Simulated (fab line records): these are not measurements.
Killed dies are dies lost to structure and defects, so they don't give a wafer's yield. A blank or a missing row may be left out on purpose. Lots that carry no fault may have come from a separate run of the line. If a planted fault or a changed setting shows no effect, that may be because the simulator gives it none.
Code-filled problem report in 8D (eight disciplines) form :: flow n5 finfet :: the parts of the form that need people (team, actions taken, sign-off) are left out

1. PROBLEM STATEMENT
NDIPOLE_OVL at N5_HKMG_FIN_OVL_MEAS_50 reads a mean of 14.7 nm on 12 wafers of 4 lots; wafers without a fault read -0.3 nm with a standard deviation of 0.76. That is +20 standard deviations from the usual mean.
First observed at day 7 03:30: wafer L490.3, on overlay-01. At this step, 33 wafers from 11 lots have a number in the record. Rule for "out" (also "out of limits"): further than 4 standard deviations from the usual mean. The rest of the wafers with a number are treated as sound.

2. WHAT IT IS; WHAT IT IS NOT
question: which readings at this step
is: NDIPOLE_OVL
is not: -

question: which lots
is: L490, L491, L492, L493
is not: L481, L486, L487, L488, L496, L497, L498

question: which wafers of those lots
is: all that have a number
is not: -

question: read on which gauges
is: overlay-01, overlay-02
is not: -

question: when
is: from day 7 03:30
is not: up to then (12 sound wafers); but 9 sound wafers of L496, L497, L498 came after

3. THE SUSPECTS, EACH WITH WHAT RULES IT OUT
Counting: a tool stays on the suspect list if, at a process step up to the reading, it processed all lots that are out and no sound lot following the first of them.
- the gauge at N5_HKMG_FIN_OVL_MEAS_50 is ruled out. Those wafers that are out were read across 2 gauges (overlay-01, overlay-02).
- arfi scanner-02 at N5_HKMG_FIN_EXPOSE_46 (exposes mask NDIPOLE): kept. It ran every lot that is out, first L490 (day 7 03:21), and no sound lot after that; its last sound lot up to then is L488 (day 6 08:28).
After counting, what remains is arfi scanner-02 at N5_HKMG_FIN_EXPOSE_46.

4. THE CAUSE (what the simulator had put in)
Scanner matching overlay: arfi scanner-02, from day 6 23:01 on, at N5_HKMG_FIN_EXPOSE_46. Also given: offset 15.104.
Counting left only this tool.

5. THE EFFECT CHAIN, in route order
Each row: a reading whose mean over the struck wafers that have a number lies more than 3 standard deviations from the usual. Only readings for which the record gives a usual standard deviation are gone through. hours: the time from each lot's start at the first step in this table that gives one to its start at this step, as a median over the lots. sigmas: the change in usual standard deviations.
hours: 0
step: N5_HKMG_FIN_OVL_MEAS_50
reading: NDIPOLE_OVL
usual: -0.3 nm
on struck wafers: 14.7
change: +15.0
sigmas: +20

6. HOW IT WOULD HAVE BEEN CAUGHT EARLIER
The first out-of-limits reading at a measuring or inspecting step in this record came at day 7 03:30, 4 hours after the fault's start at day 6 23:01.
Of the lots that are out (4), L491, L492, L493 began N5_HKMG_FIN_EXPOSE_46 on arfi scanner-02 after day 7 03:30. A hold on the tool at that time would have spared those 3.
